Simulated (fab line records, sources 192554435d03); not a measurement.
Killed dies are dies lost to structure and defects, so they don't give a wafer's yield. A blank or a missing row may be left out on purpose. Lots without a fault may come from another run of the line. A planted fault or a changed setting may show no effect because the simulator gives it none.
fab line records | flow n5_finfet
record lots=7 wafers=21
route steps=1938 shown ZERO_LAYER@16 WELL_APT@40 FIN_SAQP@98 FIN_CUT@173 DUMMY_GATE@220 SD_EPI_N@267
start_h: hours from the record's first day to the start of the lot's first wafer shown | wait_h: hours since the lot's step before | " the same as in the row above | L1.1+2: a row that stands for several wafers | - no value, or no start given | * or withheld: withheld | < > ~ a bound
route shown NAME@n: a module of which the file shows steps, and the number in the route of the first | usual: mean/standard deviation of fault-free wafers | same: alike in all rows | chamber/n: place in a boat | sites: the reading at each site | _std_site: their standard deviation | _edge_site: outer sites' mean less inner sites' | radius_mm: how far each site lies from the wafer's centre | mask NAME#n: copy n | behind: the tool/chamber that last shaped the wafer | hold: why the lot was held/for how many hours/how that ended | device: the transistor (n, p or np) that didn't switch | end of line: the same wafers' tests at the end of the route | a step without rows: its recipe alone | killed: dies lost to structure and defects at the first sort, not the wafer's yield | map: a wafer's dies, x killed, . not, _ none there
set.NAME: the setting as run; set.NAME@STEP: as run at that earlier step | model.NAME: the simulator's own value behind a step, which no gauge read
lots whose settings were changed on purpose; a table a step, a row a wafer
## steps
# step N5_ZERO_LAYER_ETCH_18
# recipe chemistry=HBr/Cl2 target=Si target_depth_a=1200 time_s=40 pressure_mtorr=10 icp_w=800 bias_w=75 HBr_flow_sccm=150 Cl2_flow_sccm=80
# columns lot.wafer tool chamber start_h wait_h set.icp_w model.ZERO_LAYER.feature_depth_nm model.etch.depth_nm
L075.1 rie_si-03 0 19.09 0.0 746.9 115.7 115.7
L075.3 " 2 " " 800 121.5 121.5
L075.6 " 2 " " 800 121.1 121.1
L077.1 rie_si-01 1 30.91 0.0 800 116.9 116.9
L077.2 " 3 " " 800 119.7 119.7
L077.5 " 0 " " 662.1 108.2 108.2
L080.4 rie_si-02 1 48.91 0.0 800 118.2 118.2
L080.5 " 1 " " 800 119.2 119.2
L080.6 " 0 " " 800 120.9 120.9
L082.1 rie_si-03 1 60.91 0.0 721.9 108.7 108.7
L082.2 " 3 " " 721.9 115.9 115.9
L082.4 " 0 " " 721.9 112.3 112.3
L083.1 rie_si-02 1 66.79 0.0 800 119.4 119.4
L083.4 " 0 " " 657.3 111.5 111.5
L083.6 " 0 " " 800 121.5 121.5
L093.1 rie_si-03 0 126.98 0.0 800 119 119
L093.3 " 1 " " 915.4 123.1 123.1
L093.6 " 0 " " 800 118.4 118.4
L097.2 rie_si-02 3 150.92 0.0 703.5 115.8 115.8
L097.3 " 1 " " 703.5 113.3 113.3
L097.4 " 3 " " 800 122.9 122.9
# step N5_WELL_APT_PEB_23
# recipe peb_temp_c=130 peb_time_s=90
# columns lot.wafer tool chamber start_h wait_h set.peb_temp_c
L075.1+3+6 litho_track-04 0 21.62 0.1 127.7
L077.1+2 litho_track-04 0 33.23 0.1 130
L077.5 " 0 " " 128
L080.4+5+6 litho_track-05 0 50.69 0.0 130
L082.1+2 litho_track-02 0 63.88 0.1 130
L082.4 " 0 " " 127.6
L083.1+6 litho_track-02 0 68.99 0.1 133
L083.4 " 0 " " 130
L093.1+6 litho_track-04 0 128.89 0.1 130
L093.3 " 0 " " 128.8
L097.2+4 litho_track-02 0 152.81 0.0 130
L097.3 " 0 " " 131.1
# step N5_WELL_APT_DEVELOP_24
# recipe develop_time_s=45 rinse_liquid=surfactant_rinse dry=air_spin dev_temp_c=21
# step N5_WELL_APT_HARDBAKE_29
# recipe temp_c=130 time_s=120
# step N5_WELL_APT_CD_MEAS_25
# recipe target_cd_nm=200 landing_energy_ev=500 detector=se_inlens
# usual cd_nm=200.5/2.1
# columns lot.wafer tool chamber start_h wait_h set.peb_temp_c@WELL_APT_PEB_23 cd_nm
L075.1 cd_sem-03 0 21.74 - 127.7 188.6
L075.3 " 0 " " 127.7 190.4
L075.6 " 0 " " 127.7 189.9
L077.1 cd_sem-03 0 33.34 - 130 199.2
L077.2 " 0 " " 130 199.9
L077.5 " 0 " " 128 186.8
L080.4 cd_sem-03 0 50.81 - 130 204.5
L080.5 " 0 " " 130 203.4
L080.6 " 0 " " 130 205.3
L082.1 cd_sem-03 0 63.99 - 130 197.1
L082.2 " 0 " " 130 200.3
L082.4 " 0 " " 127.6 185.7
L083.1 cd_sem-03 0 69.10 - 133 214.0
L083.4 " 0 " " 130 198.0
L083.6 " 0 " " 133 212.5
L093.1 cd_sem-02 0 129.00 - 130 198.3
L093.3 " 0 " " 128.8 196.9
L093.6 " 0 " " 130 200.5
L097.2 cd_sem-02 0 152.93 - 130 200.2
L097.3 " 0 " " 131.1 202.6
L097.4 " 0 " " 130 201.8
# step N5_WELL_APT_DESCUM_30
# recipe chemistry=O2 time_s=7.9 source_power_w=50 bias_power_w=20 pressure_mtorr=20 rf_frequency_hz=2.712e+07 temp_c=40 o2_flow_sccm=225
# columns lot.wafer tool chamber start_h wait_h set.peb_temp_c@WELL_APT_PEB_23 model.WELL_APT.cd_nm
L075.1 rie_diel-01 2 22.08 0.3 127.7 189
L075.3 " 3 " " 127.7 190.3
L075.6 " 0 " " 127.7 190
L077.1 rie_diel-03 0 33.43 0.0 130 199.1
L077.2 " 1 " " 130 200.1
L077.5 " 1 " " 128 187.1
L080.4 rie_diel-04 3 50.93 0.1 130 204.7
L080.5 " 0 " " 130 203.3
L080.6 " 2 " " 130 205.2
L082.1 rie_diel-04 3 64.18 0.1 130 197.3
L082.2 " 2 " " 130 200
L082.4 " 0 " " 127.6 185.6
L083.1 rie_diel-01 3 69.19 0.0 133 214
L083.4 " 2 " " 130 197.9
L083.6 " 1 " " 133 212.6
L093.1 rie_diel-04 3 129.09 0.0 130 198.1
L093.3 " 2 " " 128.8 197.1
L093.6 " 2 " " 130 200.9
L097.2 rie_diel-04 3 153.20 0.2 130 200.5
L097.3 " 1 " " 131.1 202.5
L097.4 " 2 " " 130 201.9
# step N5_FIN_SAQP_PECVD_47
# recipe material=a-Si target_thk_a=450 temp_c=400 precursor=SiH4/He pressure_torr=3 rf_w=100 time_s=36.3
# columns lot.wafer tool chamber start_h wait_h set.time_s model.a-Si_of_FIN_SAQP_PECVD_47.thk_nm
L075.1 pecvd-04 1 27.94 0.0 36.3 44.98
L075.3 " 0 " " 36.3 44.24
L075.6 " 0 " " 36.3 44.84
L077.1 pecvd-01 0 39.40 0.0 36.3 43.72
L077.2 " 1 " " 34.41 42.55
L077.5 " 0 " " 36.3 45.05
L080.4 pecvd-01 0 56.78 0.1 36.3 45.26
L080.5 " 2 " " 36.3 46.88
L080.6 " 1 " " 36.3 45.71
L082.1 pecvd-04 1 70.56 0.0 36.3 44.83
L082.2 " 2 " " 40.1 49.96
L082.4 " 1 " " 36.3 45.31
L083.1 pecvd-04 1 75.00 0.0 36.3 44.15
L083.4 " 1 " " 37.67 46.61
L083.6 " 2 " " 37.67 46.89
L093.1 pecvd-01 1 134.91 0.0 36.3 45.88
L093.3 " 2 " " 36.3 46.01
L093.6 " 1 " " 36.3 45.72
L097.2 pecvd-04 0 159.37 0.0 34.66 42.99
L097.3 " 1 " " 34.66 42.59
L097.4 " 0 " " 36.3 45.56
# step N5_FIN_SAQP_EXPOSE_13
# recipe mask_id=FIN_CORE na=1.35 source_shape=dipole sigma_inner=0.538 sigma_outer=0.738 polarization=te target_cd_nm=35.6 dose_mj=63.25
# columns lot.wafer tool chamber start_h wait_h mask set.dose_mj
L075.1 arfi_scanner-01 0 28.55 - FIN_CORE#0 67.72
L075.3+6 " 0 " " FIN_CORE#0 63.25
L077.1+5 arfi_scanner-03 0 39.83 - FIN_CORE#0 64.53
L077.2 " 0 " " FIN_CORE#0 63.25
L080.4+5+6 arfi_scanner-01 0 57.18 - FIN_CORE#0 63.25
L082.1+2 arfi_scanner-01 0 71.08 - FIN_CORE#0 63.25
L082.4 " 0 " " FIN_CORE#0 59.12
L083.1+4 arfi_scanner-03 0 75.59 - FIN_CORE#0 67.82
L083.6 " 0 " " FIN_CORE#0 63.25
L093.1+6 arfi_scanner-02 0 135.31 - FIN_CORE#0 63.25
L093.3 " 0 " " FIN_CORE#0 58.53
L097.2+3+4 arfi_scanner-02 0 159.78 - FIN_CORE#0 63.25
# step N5_FIN_SAQP_PEB_14
# recipe peb_temp_c=withheld peb_time_s=60 resist=CAR-ArF
# step N5_FIN_SAQP_DEVELOP_15
# recipe develop_time_s=30 developer=TMAH resist=CAR-ArF dev_temp_c=23 rinse_liquid=diw dry=air_spin
# step N5_FIN_SAQP_CD_MEAS_16
# recipe target_cd_nm=35.6 landing_energy_ev=500 detector=se_inlens
# usual cd_nm=35.4/0.34
# columns lot.wafer tool chamber start_h wait_h set.dose_mj@FIN_SAQP_EXPOSE_13 cd_nm
L075.1 cd_sem-02 0 28.68 - 67.72 33.5
L075.3 " 0 " " 63.25 35.8
L075.6 " 0 " " 63.25 35.5
L077.1 cd_sem-02 0 39.96 - 64.53 35.0
L077.2 " 0 " " 63.25 35.7
L077.5 " 0 " " 64.53 35.0
L080.4 cd_sem-03 0 57.30 - 63.25 34.8
L080.5 " 0 " " 63.25 35.9
L080.6 " 0 " " 63.25 35.1
L082.1 cd_sem-03 0 71.21 - 63.25 35.7
L082.2 " 0 " " 63.25 35.5
L082.4 " 0 " " 59.12 36.6
L083.1 cd_sem-02 0 75.72 - 67.82 33.3
L083.4 " 0 " " 67.82 33.1
L083.6 " 0 " " 63.25 35.3
L093.1 cd_sem-03 0 135.43 - 63.25 35.6
L093.3 " 0 " " 58.53 36.9
L093.6 " 0 " " 63.25 35.4
L097.2 cd_sem-01 0 159.90 - 63.25 34.9
L097.3 " 0 " " 63.25 35.9
L097.4 " 0 " " 63.25 35.3
# step N5_FIN_SAQP_ETCH_57
# recipe chemistry=CH3F/O2 target=SiNx mask_material=SiO2 target_depth_a=325 time_s=46.4 pressure_mtorr=30 source_w=395 bias_w=73 Ar_flow_sccm=150 CH3F_flow_sccm=30 O2_flow_sccm=20 ion_energy_ev=120 ends=cleared
# step N5_FIN_SAQP_ETCH_65
# recipe chemistry=CF4 target=SiO2 target_depth_a=40 ion_energy_ev=350 time_s=4.4 pressure_mtorr=10 icp_w=800 bias_w=400 cf4_flow_sccm=80
# step N5_FIN_SAQP_MANDREL_ETCH_58
# recipe chemistry=HBr/Cl2 target=a-Si target_depth_a=450 bt_time_s=10 stop_on=SiNx mask_material=SiO2 over_etch_frac=0.8 time_s=27 pressure_mtorr=10 icp_w=800 bias_w=75 HBr_flow_sccm=150 Cl2_flow_sccm=80 ends=end_point
# columns lot.wafer tool chamber start_h wait_h set.time_s@FIN_SAQP_PECVD_47 model.etch.depth_nm
L075.1 rie_si-02 3 31.11 0.0 36.3 44.98
L075.3 " 2 " " 36.3 44.24
L075.6 " 1 " " 36.3 44.84
L077.1 rie_si-03 0 42.30 0.0 36.3 43.72
L077.2 " 1 " " 34.41 42.55
L077.5 " 2 " " 36.3 45.05
L080.4 rie_si-01 0 59.58 0.0 36.3 45.26
L080.5 " 3 " " 36.3 46.88
L080.6 " 2 " " 36.3 45.71
L082.1 rie_si-03 1 73.76 0.0 36.3 44.83
L082.2 " 0 " " 40.1 49.96
L082.4 " 3 " " 36.3 45.31
L083.1 rie_si-03 3 78.23 0.0 36.3 44.15
L083.4 " 2 " " 37.67 46.61
L083.6 " 1 " " 37.67 46.89
L093.1 rie_si-01 3 137.81 0.0 36.3 45.88
L093.3 " 1 " " 36.3 46.01
L093.6 " 3 " " 36.3 45.72
L097.2 rie_si-01 2 162.55 0.0 34.66 42.99
L097.3 " 3 " " 34.66 42.59
L097.4 " 1 " " 36.3 45.56
# step N5_FIN_CUT_CUT_ETCH_26
# recipe chemistry=CH3F/O2 target=SiNx target_depth_a=390 mask_material=SOC time_s=55.7 pressure_mtorr=30 source_w=395 bias_w=73 Ar_flow_sccm=150 CH3F_flow_sccm=30 O2_flow_sccm=20 ion_energy_ev=120
# usual rf_vpp_V=298/4.2
# columns lot.wafer tool chamber start_h wait_h set.source_w rf_vpp_V model.etch.depth_nm
L075.1 rie_diel-06 2 34.88 0.0 395 293 38.34
L075.3 " 0 " " 324.8 326 36.1
L075.6 " 3 " " 324.8 335 35.43
L077.1 rie_diel-02 2 45.43 0.0 420.2 294 39.27
L077.2 " 0 " " 395 296 38.74
L077.5 " 2 " " 395 302 38.54
L080.4 rie_diel-06 1 63.48 0.0 395 298 38.73
L080.5 " 3 " " 395 305 38.42
L080.6 " 2 " " 395 293 39.19
L082.1 rie_diel-05 2 76.56 0.0 395 298 38.88
L082.2 " 3 " " 395 300 39.28
L082.4 " 0 " " 395 299 39.8
L083.1 rie_diel-06 1 81.15 0.0 355.1 314 37.36
L083.4 " 3 " " 395 307 38.53
L083.6 " 0 " " 395 297 39.06
L093.1 rie_diel-06 3 140.87 0.0 335.9 328 35.94
L093.3 " 0 " " 335.9 321 36.86
L093.6 " 1 " " 395 301 38.71
L097.2 rie_diel-02 0 165.51 0.0 395 294 37.99
L097.3 " 3 " " 395 296 39.06
L097.4 " 1 " " 395 294 38.55
# step N5_DUMMY_GATE_HM_DEP_06
# recipe material=SiNx target_thk_a=800 precursor=DCS/NH3 temp_c=700 pressure_mtorr=300 time_s=5141
# columns lot.wafer tool chamber start_h wait_h set.time_s model.SiNx_of_DUMMY_GATE_HM_DEP_06.thk_nm
L075.1 - - - 0.0 5141 79.8
L075.3 " - " " 5141 79.4
L075.6 " - " " 5141 79
L077.1+5 - - - 0.0 4770 73.6
L077.2 " - " " 4770 74
L080.4+5+6 lpcvd-02 0/104,0/109,0/114 77.73 0.0 5141 80.4
L082.1 - - - 0.0 5624 87.6
L082.2 " - " " 5624 87.2
L082.4 " - " " 5624 87.4
L083.1 - - - 0.0 4672 71.2
L083.4 " - " " 4672 71.8
L083.6 " - " " 4672 71.4
L093.1 - - - 0.0 5853 90
L093.3+6 " - " " 5853 89.6
L097.2 - - - 0.0 5141 80.4
L097.3 " - " " 5141 80
L097.4 " - " " 5141 79.8
# step N5_DUMMY_GATE_COAT_28
# recipe resist=underlayer temp_c=205 time_s=60 spin_rpm=1500 resist_thk_nm=10
# columns lot.wafer tool chamber start_h wait_h set.spin_rpm model.underlayer_of_DUMMY_GATE_COAT_28.thk_nm
L075.1+3+6 litho_track-03 0 - - 1500 10
L077.1+2+5 litho_track-02 0 - - 1500 10
L080.4+5+6 litho_track-02 0 - - 1500 10
L082.1+2+4 litho_track-03 0 - - 1500 10
L083.1 litho_track-01 0 - - 1596 9.6
L083.4+6 " 0 " " 1500 10
L093.1+3 litho_track-01 0 - - 1600 9.6
L093.6 " 0 " " 1500 10
L097.2 litho_track-03 0 - - 1656 9.4
L097.3+4 " 0 " " 1500 10
# step N5_SD_EPI_N_EXPOSE_06
# recipe mask_id=SD_N_BLK na=1.35 source_shape=conventional sigma_outer=0.8 polarization=unpolarized target_cd_nm=120 dose_mj=39.75
# columns lot.wafer tool chamber start_h wait_h mask set.dose_mj
L075.1+3+6 arfi_scanner-02 0 55.83 - SD_N_BLK#0 39.75
L077.1+2+5 arfi_scanner-02 0 66.49 - SD_N_BLK#0 39.75
L080.4+5+6 arfi_scanner-01 0 84.19 - SD_N_BLK#0 39.75
L082.1 arfi_scanner-01 0 100.09 - SD_N_BLK#0 39.75
L082.2+4 " 0 " " SD_N_BLK#0 41.91
L083.1+4 arfi_scanner-02 0 107.02 - SD_N_BLK#0 39.75
L083.6 " 0 " " SD_N_BLK#0 41.44
L093.1 arfi_scanner-02 0 161.17 - SD_N_BLK#0 37.36
L093.3+6 " 0 " " SD_N_BLK#0 39.75
L097.2+4 arfi_scanner-01 0 185.83 - SD_N_BLK#0 39.75
L097.3 " 0 " " SD_N_BLK#0 37.88
# step N5_SD_EPI_N_PEB_07
# recipe peb_temp_c=110 peb_time_s=60 resist=CAR-ArF-block
# step N5_SD_EPI_N_DEVELOP_08
# recipe develop_time_s=30 developer=TMAH resist=CAR-ArF-block dev_temp_c=23 rinse_liquid=diw dry=air_spin
# step N5_SD_EPI_N_CD_MEAS_09
# recipe target_cd_nm=120 landing_energy_ev=500 detector=se_inlens
# usual cd_nm=120.0/0.72
# columns lot.wafer tool chamber start_h wait_h set.dose_mj@SD_EPI_N_EXPOSE_06 cd_nm
L075.1 cd_sem-03 0 55.95 - 39.75 119.4
L075.3 " 0 " " 39.75 120.3
L075.6 " 0 " " 39.75 120.4
L077.1 cd_sem-01 0 66.61 - 39.75 120.9
L077.2 " 0 " " 39.75 120.5
L077.5 " 0 " " 39.75 120.0
L080.4 cd_sem-02 0 84.30 - 39.75 119.6
L080.5 " 0 " " 39.75 119.9
L080.6 " 0 " " 39.75 119.8
L082.1 cd_sem-02 0 100.22 - 39.75 119.3
L082.2 " 0 " " 41.91 122.9
L082.4 " 0 " " 41.91 122.9
L083.1 cd_sem-01 0 107.15 - 39.75 121.2
L083.4 " 0 " " 39.75 120.7
L083.6 " 0 " " 41.44 123.4
L093.1 cd_sem-03 0 161.29 - 37.36 116.5
L093.3 " 0 " " 39.75 120.3
L093.6 " 0 " " 39.75 120.1
L097.2 cd_sem-03 0 185.95 - 39.75 119.2
L097.3 " 0 " " 37.88 115.9
L097.4 " 0 " " 39.75 120.0
# step N5_SD_EPI_N_DESCUM_14
# recipe chemistry=O2 time_s=7.9 source_power_w=50 bias_power_w=20 pressure_mtorr=20 rf_frequency_hz=2.712e+07 temp_c=40 resist=CAR-ArF-block o2_flow_sccm=225
# columns lot.wafer tool chamber start_h wait_h set.dose_mj@SD_EPI_N_EXPOSE_06 model.SD_EPI_N.cd_nm
L075.1 rie_diel-03 0 56.25 0.2 39.75 119.4
L075.3 " 3 " " 39.75 120.4
L075.6 " 2 " " 39.75 120
L077.1 rie_diel-04 1 66.70 0.0 39.75 120.8
L077.2 " 0 " " 39.75 120.4
L077.5 " 0 " " 39.75 120
L080.4 rie_diel-01 3 84.59 0.2 39.75 119.8
L080.5+6 " 2,3 " " 39.75 120
L082.1 rie_diel-03 3 100.35 0.1 39.75 119.2
L082.2 " 0 " " 41.91 122.6
L082.4 " 1 " " 41.91 123
L083.1 rie_diel-03 3 107.24 0.0 39.75 121.4
L083.4 " 2 " " 39.75 120.6
L083.6 " 2 " " 41.44 123.2
L093.1 rie_diel-04 0 161.58 0.2 37.36 116.2
L093.3+6 " 3,2 " " 39.75 120.4
L097.2 rie_diel-04 1 186.04 0.0 39.75 119
L097.3 " 2 " " 37.88 116.2
L097.4 " 3 " " 39.75 120.2
# step N5_SD_EPI_N_ETCH_34
# recipe chemistry=CF4 target=SiARC target_depth_a=455 mask_material=CAR-ArF-block time_s=75.8 ion_energy_ev=80 pressure_mtorr=40 source_w=545 bias_w=36 Ar_flow_sccm=100 cf4_flow_sccm=100 ends=cleared
# step N5_SD_EPI_N_ETCH_35
# recipe chemistry=N2/H2 target=SOC overetch_a=1080 mask_material=SiARC temp_c=40 ion_energy_ev=100 source_w=3000 bias_w=133 pressure_mtorr=20 time_s=486 n2_flow_sccm=200 h2_flow_sccm=200
# columns lot.wafer tool chamber start_h wait_h set.dose_mj@SD_EPI_N_EXPOSE_06 model.SD_EPI_N.cd_nm
L075.1 rie_diel-03 0 56.34 0.0 39.75 119.4
L075.3 " 3 " " 39.75 120.8
L075.6 " 2 " " 39.75 120.6
L077.1 rie_diel-04 1 66.79 0.0 39.75 122
L077.2 " 0 " " 39.75 120.8
L077.5 " 0 " " 39.75 119.2
L080.4+5 rie_diel-01 3,2 84.68 0.0 39.75 119.6
L080.6 " 3 " " 39.75 120.4
L082.1 rie_diel-03 3 100.44 0.0 39.75 119
L082.2 " 0 " " 41.91 123.4
L082.4 " 1 " " 41.91 122
L083.1 rie_diel-03 3 107.33 0.0 39.75 121.8
L083.4 " 2 " " 39.75 120.4
L083.6 " 2 " " 41.44 123.2
L093.1 rie_diel-04 0 161.67 0.0 37.36 115.4
L093.3 " 3 " " 39.75 120
L093.6 " 2 " " 39.75 119.6
L097.2 rie_diel-04 1 186.13 0.0 39.75 118.6
L097.3 " 2 " " 37.88 116
L097.4 " 3 " " 39.75 120.8
## key
split step=N5_ZERO_LAYER_ETCH_18 setting=icp_w stated=800 by=wafer
response step=N5_ZERO_LAYER_ETCH_18 reading=model.ZERO_LAYER.feature_depth_nm change=+0.527 per=1% r=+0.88
response step=N5_ZERO_LAYER_ETCH_18 reading=model.etch.depth_nm change=+0.527 per=1% r=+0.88
split step=N5_WELL_APT_PEB_23 setting=peb_temp_c stated=130 by=wafer
response step=N5_WELL_APT_CD_MEAS_25 reading=cd_nm change=+6.52 per=1% r=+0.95
response step=N5_WELL_APT_DESCUM_30 reading=model.WELL_APT.cd_nm change=+6.49 per=1% r=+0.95
split step=N5_FIN_SAQP_PECVD_47 setting=time_s stated=36.3 by=wafer
response step=N5_FIN_SAQP_PECVD_47 reading=model.a-Si_of_FIN_SAQP_PECVD_47.thk_nm change=+0.484 per=1% r=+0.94
response step=N5_FIN_SAQP_MANDREL_ETCH_58 reading=model.etch.depth_nm change=+0.484 per=1% r=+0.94
split step=N5_FIN_SAQP_EXPOSE_13 setting=dose_mj stated=63.25 by=wafer
response step=N5_FIN_SAQP_CD_MEAS_16 reading=cd_nm change=-0.236 per=1% r=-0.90
split step=N5_FIN_CUT_CUT_ETCH_26 setting=source_w stated=395 by=wafer
response step=N5_FIN_CUT_CUT_ETCH_26 reading=rf_vpp_V change=-1.71 per=1% r=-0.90
response step=N5_FIN_CUT_CUT_ETCH_26 reading=model.etch.depth_nm change=+0.145 per=1% r=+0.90
split step=N5_DUMMY_GATE_HM_DEP_06 setting=time_s stated=5141 by=lot
response step=N5_DUMMY_GATE_HM_DEP_06 reading=model.SiNx_of_DUMMY_GATE_HM_DEP_06.thk_nm change=+0.796 per=1% r=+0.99
split step=N5_DUMMY_GATE_COAT_28 setting=spin_rpm stated=1500 by=wafer
response step=N5_DUMMY_GATE_COAT_28 reading=model.underlayer_of_DUMMY_GATE_COAT_28.thk_nm change=-0.0592 per=1% r=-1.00
split step=N5_SD_EPI_N_EXPOSE_06 setting=dose_mj stated=39.75 by=wafer
response step=N5_SD_EPI_N_CD_MEAS_09 reading=cd_nm change=+0.658 per=1% r=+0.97
response step=N5_SD_EPI_N_DESCUM_14 reading=model.SD_EPI_N.cd_nm change=+0.663 per=1% r=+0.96
response step=N5_SD_EPI_N_ETCH_35 reading=model.SD_EPI_N.cd_nm change=+0.688 per=1% r=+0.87
